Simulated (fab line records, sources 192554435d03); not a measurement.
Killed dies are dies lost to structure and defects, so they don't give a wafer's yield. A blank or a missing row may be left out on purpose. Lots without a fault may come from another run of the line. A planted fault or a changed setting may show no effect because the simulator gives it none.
fab line records | flow n5_finfet
record lots=6 wafers=18 last_day=21
route steps=1938 shown BEOL_M3@938 BEOL_M4@1111
lots that met no fault: from a run of the same line without faults
start_h: hours from the record's first day to the start of the lot's first wafer shown | wait_h: hours since the lot's step before | " the same as in the row above | L1.1+2: a row that stands for several wafers | - no value, or no start given | * or withheld: withheld | < > ~ a bound
route shown NAME@n: a module of which the file shows steps, and the number in the route of the first | usual: mean/standard deviation of fault-free wafers | same: alike in all rows | chamber/n: place in a boat | sites: the reading at each site | _std_site: their standard deviation | _edge_site: outer sites' mean less inner sites' | radius_mm: how far each site lies from the wafer's centre | mask NAME#n: copy n | behind: the tool/chamber that last shaped the wafer | hold: why the lot was held/for how many hours/how that ended | device: the transistor (n, p or np) that didn't switch | end of line: the same wafers' tests at the end of the route | a step without rows: its recipe alone | killed: dies lost to structure and defects at the first sort, not the wafer's yield | map: a wafer's dies, x killed, . not, _ none there
set.NAME: the setting as run; set.NAME@STEP: as run at that earlier step | model.NAME: the simulator's own value behind a step, which no gauge read
lots at some steps of the route; a table a step, a row a wafer
services: from which hour (start_h, from the record's first day; less than 0 if before it) a tool's chamber was out of use, for how many hours, and why
## steps
# step N5_BEOL_M3_COAT_05
# recipe resist=CAR-EUV spin_rpm=1500 resist_thk_nm=30
# step N5_BEOL_M3_EBR_07
# recipe solvent=PGMEA ebr_width_mm=1.5
# step N5_BEOL_M3_SOFTBAKE_06
# recipe temp_c=110 time_s=60 resist=CAR-EUV
# step N5_BEOL_M3_EXPOSE_08
# recipe mask_id=M3 na=0.33 source_shape=dipole sigma_inner=0.369 sigma_outer=0.767 polarization=unpolarized dose_mj=33
# step N5_BEOL_M3_PEB_09
# recipe peb_temp_c=100 peb_time_s=60 resist=CAR-EUV
# step N5_BEOL_M3_DEVELOP_10
# recipe develop_time_s=30 developer=TMAH resist=CAR-EUV rinse_liquid=surfactant_rinse dry=air_spin dev_temp_c=23
# step N5_BEOL_M3_CD_MEAS_11
# recipe target_cd_nm=17.05 landing_energy_ev=500 detector=se_inlens polarity=opening
# usual cd_nm=17.06/0.24
# columns lot.wafer tool chamber start_h wait_h cd_nm
L101.2 cd_sem-01 0 188.71 - 17.36
L101.5 " 0 " " 17.21
L101.6 " 0 " " 17.06
L106.1 cd_sem-03 0 245.59 - 17.30
L106.2 " 0 " " 17.36
L106.3 " 0 " " 17.20
L107.3 cd_sem-02 0 257.33 - 16.54
L107.4 " 0 " " 16.53
L107.5 " 0 " " 16.88
L108.1 cd_sem-03 0 274.98 - 17.06
L108.2 " 0 " " 16.73
L108.4 " 0 " " 16.98
L110.1 cd_sem-02 0 286.91 - 17.54
L110.3 " 0 " " 16.88
L110.4 " 0 " " 17.26
L118.1 cd_sem-03 0 323.47 - 17.37
L118.2 " 0 " " 17.15
L118.5 " 0 " " 17.55
# step N5_BEOL_M3_OVL_MEAS_12
# recipe points_per_wafer=522
# usual M3_OVL=-0.2/0.54
# columns lot.wafer tool chamber start_h wait_h M3_OVL[nm]
L101.2 overlay-02 0 188.75 0.0 -1.6
L101.5 " 0 " " -0.5
L101.6 " 0 " " -1.1
L106.1 overlay-02 0 245.62 0.0 -0.6
L106.2 " 0 " " 0.8
L106.3 " 0 " " -0.7
L107.3 overlay-02 0 257.37 0.0 0.0
L107.4 " 0 " " -1.0
L107.5 " 0 " " -1.1
L108.1 overlay-02 0 275.01 0.0 0.3
L108.2 " 0 " " 0.9
L108.4 " 0 " " 0.6
L110.1 overlay-01 0 286.94 0.0 -0.2
L110.3 " 0 " " 0.3
L110.4 " 0 " " -0.2
L118.1 overlay-02 0 323.50 0.0 0.2
L118.2 " 0 " " -0.2
L118.5 " 0 " " 0.0
# step N5_BEOL_M3_INSPECT_13
# recipe mode=adi inspect_instrument=brightfield
# usual raw_defect_count=408/95
# columns lot.wafer tool chamber start_h wait_h raw_defect_count
L101.2 defect_inspect-02 - 188.80 0.0 383
L101.5 " - " " 423
L101.6 " - " " 539
L106.1 defect_inspect-01 - 245.68 0.1 349
L106.2 " - " " 309
L106.3 " - " " 245
L107.3 defect_inspect-02 - 257.42 0.0 452
L107.4 " - " " 469
L107.5 " - " " 359
L108.1 defect_inspect-02 - 275.06 0.1 321
L108.2 " - " " 237
L108.4 " - " " 360
L110.1 defect_inspect-02 - 287.00 0.1 530
L110.3 " - " " 558
L110.4 " - " " 508
L118.1 defect_inspect-02 - 323.56 0.1 407
L118.2 " - " " 445
L118.5 " - " " 438
# step N5_BEOL_M3_DESCUM_16
# recipe chemistry=O2 time_s=7 source_power_w=50 bias_power_w=20 pressure_mtorr=20 rf_frequency_hz=2.712e+07 temp_c=40 resist=CAR-EUV o2_flow_sccm=225
# usual drypump_motor_current_A=5.9/0.36 oes_product_au=0.81/0.08 rf_vpp_V=243.1/1.3 showerhead_plenum_p_Torr=2.08/0.067 throttle_valve_pct=20.40/0.15
# same time_s=7
# columns lot.wafer tool chamber start_h wait_h drypump_motor_current_A oes_product_au rf_hours_counter_h rf_vpp_V showerhead_plenum_p_Torr throttle_valve_pct
L101.2 rie_diel-06 3 188.84 0.0 5.8 0.68 235 241.8 1.97 20.27
L101.5 " 2 " " 5.5 0.80 - 243.7 2.11 20.36
L101.6 " 1 " " 6.2 0.94 - 243.9 2.05 20.42
L106.1 rie_diel-06 1 245.71 0.0 6.3 0.90 31 242.9 2.05 20.46
L106.2 " 3 " " 5.8 0.67 250 240.3 1.97 20.30
L106.3 " 0 " " 6.5 0.74 164 244.1 2.18 20.45
L107.3 rie_diel-06 0 257.45 0.0 6.5 0.75 166 244.9 2.18 20.46
L107.4 " 2 " " 5.5 0.78 128 243.8 2.10 20.40
L107.5 " 2 " " 5.5 0.77 - 241.9 2.11 20.39
L108.1 rie_diel-03 3 275.10 0.0 6.2 0.78 121 242.6 2.01 20.24
L108.2 " 1 " " 5.2 0.68 247 243.2 2.14 20.29
L108.4 " 0 " " 6.0 0.84 65 241.4 2.05 20.64
L110.1 rie_diel-03 2 287.03 0.0 5.9 0.80 80 244.3 2.11 20.40
L110.3 " 3 " " 6.2 0.79 123 241.6 2.01 20.24
L110.4 " 1 " " 5.2 0.68 249 244.0 2.14 20.27
L118.1 rie_diel-06 3 323.59 0.0 5.8 0.98 1 245.7 2.23 19.92
L118.2 " 1 " " 6.3 0.88 44 243.3 2.04 20.49
L118.5 " 1 " " 6.3 0.88 - 243.9 2.04 20.46
# step N5_BEOL_M3_ETCH_74
# recipe chemistry=N2/H2 target=underlayer target_depth_a=65 mask_material=CAR-EUV time_s=5.2 ion_energy_ev=200 pressure_mtorr=30 source_w=840 bias_w=150 n2_flow_sccm=200 h2_flow_sccm=200 ends=cleared
# usual bias_w=150.0/0.45 chamber_pressure_mTorr=30.00/0.047 drypump_motor_current_A=5.9/0.36 etch_rf_on_time_s=5.20/0.067 oes_product_au=0.69/0.068 rf_vpp_V=523.6/2.5 showerhead_plenum_p_Torr=2.53/0.08 throttle_valve_pct=17.82/0.15
# columns lot.wafer tool chamber start_h wait_h bias_w chamber_pressure_mTorr drypump_motor_current_A etch_rf_on_time_s oes_product_au rf_hours_counter_h rf_vpp_V showerhead_plenum_p_Torr throttle_valve_pct
L101.2 rie_diel-06 3 188.87 0.0 150.2 30.01 5.8 5.39 0.57 235 520.6 2.40 17.78
L101.5 " 2 " " 150.2 30.03 5.5 5.18 0.68 - 524.0 2.57 17.69
L101.6 " 1 " " 150.6 29.93 6.3 5.24 0.80 - 524.3 2.50 17.85
L106.1 rie_diel-06 1 245.75 0.0 150.9 30.04 6.3 5.12 0.78 31 523.4 2.49 17.88
L106.2 " 3 " " 150.9 30.04 5.8 5.28 0.58 250 523.0 2.40 17.78
L106.3 " 0 " " 150.5 29.95 6.5 5.30 0.65 164 527.7 2.64 17.88
L107.3 rie_diel-06 0 257.49 0.0 149.8 29.98 6.5 5.26 0.63 166 528.9 2.64 17.91
L107.4 " 2 " " 150.2 29.96 5.5 5.13 0.67 128 524.6 2.56 17.74
L107.5 " 2 " " 150.1 29.99 5.5 5.13 0.67 - 527.4 2.56 17.72
L108.1 rie_diel-03 3 275.13 0.0 149.3 30.03 6.2 5.19 0.67 121 519.3 2.45 17.62
L108.2 " 1 " " 149.8 30.01 5.2 5.24 0.59 247 526.0 2.61 17.80
L108.4 " 0 " " 149.9 29.95 6.0 5.18 0.71 65 522.9 2.48 17.95
L110.1 rie_diel-03 2 287.07 0.0 150.2 29.98 5.9 5.18 0.69 80 523.8 2.58 17.88
L110.3 " 3 " " 150.3 29.98 6.2 5.28 0.67 123 520.3 2.45 17.62
L110.4 " 1 " " 150.3 29.95 5.2 5.31 0.57 249 525.8 2.61 17.80
L118.1 rie_diel-06 3 323.62 0.0 150.4 30.06 5.8 5.17 0.82 1 529.8 2.72 17.38
L118.2 " 1 " " 150.3 30.00 6.3 5.13 0.77 44 523.8 2.49 17.91
L118.5 " 1 " " 149.6 30.03 6.4 5.13 0.76 - 521.5 2.49 17.88
# step N5_BEOL_M3_ETCH_63
# recipe chemistry=CF4 target=SiARC target_depth_a=156 mask_material=CAR-EUV time_s=26 ion_energy_ev=80 pressure_mtorr=40 source_w=545 bias_w=36 Ar_flow_sccm=100 cf4_flow_sccm=100 ends=cleared
# usual bias_w=35.99/0.11 cf4_flow_sccm=100.00/0.28 drypump_motor_current_A=5.9/0.36 etch_rf_on_time_s=25.9/0.36 mfc_ar_sccm=100.0/0.34 oes_product_au=0.69/0.068 rf_vpp_V=184.0/1.1 showerhead_plenum_p_Torr=2.13/0.063 throttle_valve_pct=15.57/0.13
# columns lot.wafer tool chamber start_h wait_h bias_w cf4_flow_sccm drypump_motor_current_A etch_rf_on_time_s mfc_ar_sccm oes_product_au rf_hours_counter_h rf_vpp_V showerhead_plenum_p_Torr throttle_valve_pct
L101.2 rie_diel-06 3 188.89 0.0 35.82 99.73 5.8 26.7 100.9 0.58 235 184.8 2.03 15.53
L101.5 " 2 " " 35.95 100.42 5.5 26.1 100.3 0.68 - 183.3 2.16 15.52
L101.6 " 1 " " 35.94 99.91 6.3 26.1 99.9 0.81 - 183.6 2.11 15.57
L106.1 rie_diel-06 1 245.76 0.0 36.21 99.80 6.3 25.9 99.5 0.78 31 182.3 2.10 15.62
L106.2 " 3 " " 35.95 100.12 5.8 26.8 99.6 0.58 250 184.1 2.02 15.56
L106.3 " 0 " " 36.01 100.06 6.5 26.6 100.2 0.64 164 184.9 2.22 15.60
L107.3 rie_diel-06 0 257.50 0.0 36.15 100.08 6.5 26.3 99.4 0.64 166 186.0 2.22 15.60
L107.4 " 2 " " 36.00 99.97 5.5 25.7 100.3 0.66 128 185.8 2.15 15.56
L107.5 " 2 " " 35.97 99.59 5.5 25.8 100.2 0.67 - 183.6 2.15 15.56
L108.1 rie_diel-03 3 275.15 0.0 35.97 100.23 6.2 26.1 100.2 0.67 121 183.3 2.07 15.49
L108.2 " 1 " " 35.91 100.54 5.2 26.4 100.1 0.58 247 186.0 2.19 15.58
L108.4 " 0 " " 35.71 100.68 6.0 26.0 100.0 0.71 65 183.3 2.09 15.71
L110.1 rie_diel-03 2 287.08 0.0 36.04 99.61 5.8 25.5 100.1 0.69 80 184.1 2.17 15.59
L110.3 " 3 " " 35.97 99.90 6.2 26.0 100.2 0.67 123 184.3 2.06 15.46
L110.4 " 1 " " 35.90 100.09 5.2 26.5 99.5 0.58 249 184.9 2.19 15.57
L118.1 rie_diel-06 3 323.64 0.0 35.96 99.19 5.8 25.5 99.5 0.84 1 184.6 2.27 15.07
L118.2 " 1 " " 36.00 100.32 6.3 25.4 99.9 0.75 44 184.3 2.10 15.65
L118.5 " 1 " " 36.04 100.11 6.3 25.4 100.5 0.76 - 183.6 2.10 15.65
# step N5_BEOL_M3_ETCH_64
# recipe chemistry=N2/H2 target=SOC target_depth_a=750 overetch_a=150 mask_material=SiARC temp_c=40 time_s=112.5 ion_energy_ev=200 pressure_mtorr=30 source_w=840 bias_w=150 n2_flow_sccm=200 h2_flow_sccm=200
# usual bias_w=150.0/0.44 chamber_pressure_mTorr=29.997/0.03 drypump_motor_current_A=5.9/0.36 oes_product_au=0.64/0.059 rf_vpp_V=523.5/2.4 showerhead_plenum_p_Torr=2.53/0.08 throttle_valve_pct=17.78/0.15 time_s=112.5/0
# columns lot.wafer tool chamber start_h wait_h bias_w chamber_pressure_mTorr drypump_motor_current_A oes_product_au rf_hours_counter_h rf_vpp_V showerhead_plenum_p_Torr throttle_valve_pct time_s model.CAR-EUV_of_BEOL_M3_COAT_05.thk_nm model.SiARC_of_BEOL_M3_COAT_62.thk_nm model.underlayer_of_BEOL_M3_COAT_73.thk_nm
L101.2 rie_diel-06 3 188.92 0.0 150.5 30.055 5.8 0.55 235 519.8 2.41 17.74 112.5 0 7 0
L101.5 " 2 " " 150.1 29.985 5.5 0.64 - 525.2 2.57 17.68 112.5 0 6.8 0
L101.6 " 1 " " 150.5 30.013 6.3 0.74 - 522.7 2.50 17.81 112.5 0 7 0
L106.1 rie_diel-06 1 245.79 0.0 150.1 29.938 6.3 0.71 31 522.4 2.49 17.82 112.5 0 7 0
L106.2 " 3 " " 150.0 29.958 5.8 0.54 250 521.8 2.40 17.75 112.5 0 7 0
L106.3 " 0 " " 150.2 30.021 6.5 0.60 164 526.4 2.64 17.86 112.5 0 7 0
L107.3 rie_diel-06 0 257.53 0.0 - - - - - - - - - 11 12 5
L107.4 " 2 " " - - - - - - - - - 11 12 5
L107.5 " 2 " " - - - - - - - - - 11 12 5
L108.1 rie_diel-03 3 275.18 0.0 - - - - - - - - - 11 12 5
L108.2 " 1 " " - - - - - - - - - 11 12 5
L108.4 " 0 " " - - - - - - - - - 11 12 5
L110.1 rie_diel-03 2 287.11 0.0 150.2 30.038 5.9 0.64 80 524.6 2.58 17.85 112.5 0 6.8 0
L110.3 " 3 " " 150.5 29.976 6.2 0.62 123 520.6 2.45 17.58 112.5 0 7 0
L110.4 " 1 " " 150.4 29.943 5.2 0.55 249 525.4 2.61 17.75 112.5 0 6.8 0
L118.1 rie_diel-06 3 323.67 0.0 149.5 30.000 5.8 0.77 1 529.7 2.72 17.31 112.5 0 6.8 0
L118.2 " 1 " " 149.5 29.996 6.3 0.70 44 521.7 2.49 17.87 112.5 0 6.8 0
L118.5 " 1 " " 149.6 30.028 6.3 0.69 - 522.5 2.49 17.84 112.5 0 6.8 0
# step N5_BEOL_M3_STRIP_65
# recipe chemistry=N2/H2 temp_c=40 n2_flow_sccm=200 h2_flow_sccm=200 rf_frequency_hz=6e+07
# step N5_BEOL_M3_STRIP_75
# recipe chemistry=N2/H2 temp_c=40 n2_flow_sccm=200 h2_flow_sccm=200 rf_frequency_hz=6e+07
# step N5_BEOL_M3_STRIP_66
# recipe chemistry=CF4 resist=SiARC power_w=300 bias_power_w=75 pressure_mtorr=50 cf4_flow_sccm=150 rf_frequency_hz=6e+07
# usual drypump_motor_current_A=5.9/0.36 oes_product_au=0.80/0.075 rf_vpp_V=271.0/1.3 showerhead_plenum_p_Torr=1.79/0.052 throttle_valve_pct=13.53/0.13
# columns lot.wafer tool chamber start_h wait_h drypump_motor_current_A oes_product_au rf_hours_counter_h rf_vpp_V showerhead_plenum_p_Torr throttle_valve_pct
L101.2 rie_diel-06 3 189.04 0.0 5.8 0.68 235 268.9 1.70 13.53
L101.5 " 2 " " 5.5 0.79 - 271.7 1.80 13.45
L101.6 " 1 " " 6.3 0.91 - 270.4 1.77 13.53
L106.1 rie_diel-06 1 245.92 0.0 6.3 0.89 31 270.8 1.77 13.56
L106.2 " 3 " " 5.8 0.67 250 269.3 1.69 13.59
L106.3 " 0 " " 6.5 0.75 164 273.0 1.86 13.58
L107.3 rie_diel-06 0 257.66 0.0 6.5 0.75 166 273.3 1.86 13.59
L107.4 " 2 " " 5.5 0.77 128 271.0 1.80 13.50
L107.5 " 2 " " 5.5 0.77 - 271.6 1.80 13.50
L108.1 rie_diel-03 3 275.31 0.0 6.2 0.78 121 270.5 1.73 13.45
L108.2 " 1 " " 5.2 0.68 247 271.4 1.84 13.61
L108.4 " 0 " " 6.0 0.82 65 270.9 1.75 13.64
L110.1 rie_diel-03 2 287.24 0.0 5.9 0.79 80 271.3 1.82 13.53
L110.3 " 3 " " 6.2 0.77 123 269.5 1.73 13.48
L110.4 " 1 " " 5.2 0.68 249 272.2 1.84 13.61
L118.1 rie_diel-06 3 323.80 0.0 5.8 0.96 1 273.2 1.90 13.03
L118.2 " 1 " " 6.3 0.87 44 270.6 1.76 13.59
L118.5 " 1 " " 6.3 0.87 - 269.4 1.76 13.60
# step N5_BEOL_M3_HM_OPEN_17
# recipe chemistry=Cl2/BCl3 target_depth_a=200 overetch_a=60 target=TiN mask_material=SOC ion_energy_ev=150 pressure_mtorr=10 icp_w=1000 bias_w=126 Cl2_flow_sccm=53.25 bcl3_flow_sccm=21.75 Ar_flow_sccm=25
# usual drypump_motor_current_A=5.7/0.34 mfc_ar_sccm=25.00/0.075 oes_product_au=0.64/0.081 throttle_valve_pct=22.16/0.09
# columns lot.wafer tool chamber start_h wait_h drypump_motor_current_A mfc_ar_sccm oes_product_au rf_hours_counter_h throttle_valve_pct
L101.2 rie_metal-02 1 189.08 0.0 5.7 25.11 0.52 126 22.30
L101.5 " 1 " " 5.7 25.13 0.53 - 22.30
L101.6 " 0 " " 6.3 25.09 0.67 - 22.16
L106.1 rie_metal-02 1 245.96 0.0 5.7 24.89 0.81 1 22.05
L106.2 " 0 " " 6.3 24.95 0.64 46 22.19
L106.3 " 0 " " 6.3 25.01 0.65 - 22.16
L107.3 rie_metal-02 1 257.73 0.1 5.7 24.99 0.36 - 22.70
L107.4 " 0 " " 6.2 25.01 0.29 - 22.84
L107.5 " 0 " " 6.2 25.09 0.29 - 22.82
L108.1 rie_metal-03 1 275.35 0.0 5.4 24.99 0.29 44 22.86
L108.2 " 0 " " 5.3 25.06 0.24 90 22.74
L108.4 " 0 " " 5.3 25.01 0.25 - 22.77
L110.1 rie_metal-02 1 287.28 0.0 5.7 24.97 0.80 4 22.04
L110.3 " 1 " " 5.7 25.11 0.79 - 22.04
L110.4 " 0 " " 6.3 24.71 0.65 - 22.19
L118.1 rie_metal-02 0 323.84 0.0 6.2 24.92 0.64 51 22.17
L118.2 " 1 " " 5.7 25.12 0.79 6 22.06
L118.5 " 1 " " 5.7 25.10 0.78 - 22.05
# step N5_BEOL_M3_STRIP_19
# recipe chemistry=O2 power_w=400 temp_c=40 pressure_mtorr=30 rf_frequency_hz=6e+07 bias_power_w=0 overash_fraction=0.2 o2_flow_sccm=225
# usual drypump_motor_current_A=5.9/0.37 oes_product_au=0.82/0.08 rf_vpp_V=3.7/0.45 showerhead_plenum_p_Torr=2.10/0.068 throttle_valve_pct=16.63/0.14
# columns lot.wafer tool chamber start_h wait_h drypump_motor_current_A oes_product_au rf_hours_counter_h rf_vpp_V showerhead_plenum_p_Torr throttle_valve_pct
L101.2 rie_diel-06 2 189.22 0.1 5.5 0.80 109 3.8 2.12 16.58
L101.5 " 0 " " 6.5 0.77 - 3.7 2.19 16.68
L101.6 " 1 " " 6.3 0.94 - 2.8 2.06 16.64
L106.1 rie_diel-03 1 246.07 0.1 5.2 0.69 242 3.1 2.15 16.60
L106.2 " 0 " " 6.0 0.86 59 3.4 2.05 16.80
L106.3 " 2 " " 5.9 0.82 73 3.8 2.12 16.59
L107.3 rie_diel-01 3 257.81 0.1 6.1 0.86 53 3.6 2.13 16.52
L107.4 " 1 " " 5.6 0.97 - 4.4 2.24 16.54
L107.5 " 0 " " 5.4 0.88 - 3.1 2.05 16.62
L108.1 rie_diel-03 0 275.46 0.1 6.0 0.84 65 4.2 2.05 16.84
L108.2 " 3 " " 6.2 0.78 121 3.7 2.01 16.50
L108.4 " 1 " " 5.2 0.68 247 3.3 2.15 16.59
L110.1 rie_diel-03 2 287.39 0.1 5.9 0.80 81 3.9 2.12 16.63
L110.3 " 0 " " 6.0 0.84 67 3.2 2.05 16.84
L110.4 " 3 " " 6.2 0.78 123 3.2 2.01 16.52
L118.1 rie_diel-06 3 323.95 0.1 5.8 0.99 1 3.7 2.24 16.13
L118.2 " 0 " " 6.5 0.74 182 4.2 2.18 16.73
L118.5 " 2 " " 5.5 0.77 - 3.8 2.10 16.67
# step N5_BEOL_M3_CD_MEAS_18
# recipe pitch_nm=36 target_cd_nm=18
# usual cd_nm=17.97/0.29
# columns lot.wafer tool chamber start_h wait_h cd_nm
L101.2 cd_sem-01 - 189.30 0.1 17.73
L101.5 " - " " 18.12
L101.6 " - " " 17.99
L106.1 cd_sem-01 - 246.14 0.0 18.45
L106.2 " - " " 17.80
L106.3 " - " " 17.74
L107.3 cd_sem-01 - 257.88 0.1 -
L107.4 " - " " -
L107.5 " - " " -
L108.1 cd_sem-03 - 275.53 0.0 -
L108.2 " - " " -
L108.4 " - " " -
L110.1 cd_sem-01 - 287.46 0.0 17.76
L110.3 " - " " 18.24
L110.4 " - " " 17.71
L118.1 cd_sem-03 - 324.02 0.0 18.38
L118.2 " - " " 18.09
L118.5 " - " " 17.95
# step N5_BEOL_M3_COAT_67
# recipe resist=SOC temp_c=250 time_s=60 spin_rpm=1500 resist_thk_nm=60
# step N5_BEOL_M4_RC_MEAS_101
# usual DIBL_N=36.3/1.1 DIBL_P=36.3/1.4 IOFF_N=0.155/0.019 IOFF_P=0.211/0.027 ION_N=672/8.5 ION_P=462/5.8 SS_N=71.5/0.56 SS_P=73.3/0.52 VT_N=249.9/2.5 VT_P=-249.8/2.8
# columns lot.wafer tool chamber start_h wait_h DIBL_N[mV/V] DIBL_P[mV/V] IOFF_N[nA/um] IOFF_P[nA/um] ION_N[uA/um] ION_P[uA/um] SS_N[mV/dec] SS_P[mV/dec] VT_N[mV] VT_P[mV]
L101.2 prober-01 0 250.38 0.2 35.4 35.8 0.146 0.193 664 460 70.9 73.0 250.3 -250.5
L101.5 " 0 " " 34.8 33.5 0.128 0.167 668 461 70.8 72.9 253.6 -251.9
L101.6 " 0 " " 35.6 35.7 0.151 0.195 675 471 71.6 74.0 247.8 -252.7
L106.1 prober-02 0 322.10 0.0 36.6 36.0 0.145 0.200 665 456 70.6 73.8 250.4 -251.5
L106.2 " 0 " " 37.0 36.2 0.150 0.203 672 461 71.5 73.3 250.7 -250.7
L106.3 " 0 " " 38.3 37.2 0.163 0.214 676 461 71.0 73.1 247.3 -252.3
L110.1 prober-02 0 354.88 0.0 35.3 34.7 0.149 0.230 675 468 71.3 72.3 248.8 -244.9
L110.3 " 0 " " 34.4 33.6 0.127 0.205 668 465 71.0 73.2 250.5 -245.8
L110.4 " 0 " " 37.8 37.0 0.181 0.268 672 468 72.1 74.3 245.3 -246.3
L118.1 prober-01 0 400.81 0.0 36.4 35.7 0.167 0.213 677 456 72.0 73.1 249.3 -249.3
L118.2 " 0 " " 35.8 35.1 0.154 0.208 673 455 72.6 73.7 249.8 -249.9
L118.5 " 0 " " 35.6 34.6 0.155 0.197 673 460 72.1 73.2 248.3 -250.5
## services
# columns tool chamber start_h hours kind
rie_metal-02 - 181.79 0.6 repair
rie_diel-01 0 189.86 5.1 repair
rie_diel-01 2 208.89 1.8 repair
rie_metal-02 1 211.89 - clean
rie_metal-02 1 211.89 15.6 scheduled_down
rie_metal-02 1 211.89 15.6 vent_cycle
rie_metal-02 0 219.53 1.3 repair
rie_diel-01 - 225.35 2.8 pm
rie_diel-01 1 228.66 - clean
rie_diel-01 1 228.66 - consumable_replace:focus_ring
rie_diel-01 2 254.21 11.8 repair
rie_metal-02 - 259.57 1.4 pm
rie_diel-06 3 270.58 2.7 repair
rie_diel-03 1 291.71 - clean
rie_diel-03 1 291.71 - consumable_replace:focus_ring
rie_diel-03 1 291.71 26.1 scheduled_down
rie_diel-03 1 291.71 26.1 vent_cycle
rie_metal-02 1 291.93 7.4 repair
rie_diel-06 3 293.02 - clean
rie_diel-06 3 293.02 - consumable_replace:focus_ring
rie_diel-06 3 293.02 - consumable_replace:showerhead
rie_diel-06 3 293.02 24.9 scheduled_down
rie_diel-06 3 293.02 24.9 vent_cycle
rie_diel-01 0 323.77 1.3 repair
## key
first_sign step=N5_BEOL_M3_ETCH_64 reading=tool_record direction=missing
effect step=N5_BEOL_M3_HM_OPEN_17 reading=oes_product_au direction=down sigmas=4.3 usual=0.64 struck=0.29
effect step=N5_BEOL_M3_CD_MEAS_18 reading=cd_nm direction=missing
model_effect step=N5_BEOL_M3_ETCH_64 value=CAR-EUV_of_BEOL_M3_COAT_05.thk_nm without=0 struck=11
met_at N5_BEOL_M3_ETCH_64
struck_wafers L107.3,L107.4,L107.5,L108.1,L108.2,L108.4
later_rows_left_out L107.3,L107.4,L107.5,L108.1,L108.2,L108.4
sort_left_out L107.3,L107.4,L107.5,L108.1,L108.2,L108.4
onset_between 245.79 257.53
fault kind=skipped_step_whole tool=rie_diel-03,rie_diel-06 chamber=- onset_h=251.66 steps=N5_BEOL_M3_ETCH_64 scope=struck_lots_only
# sort_left_out: the simulated sort isn't trusted on such a fault, so these wafers' sort isn't shown, and their yield isn't known
# later_rows_left_out: the simulator's readings of these wafers behind a module that went badly wrong aren't trusted and aren't shown, but for the sort
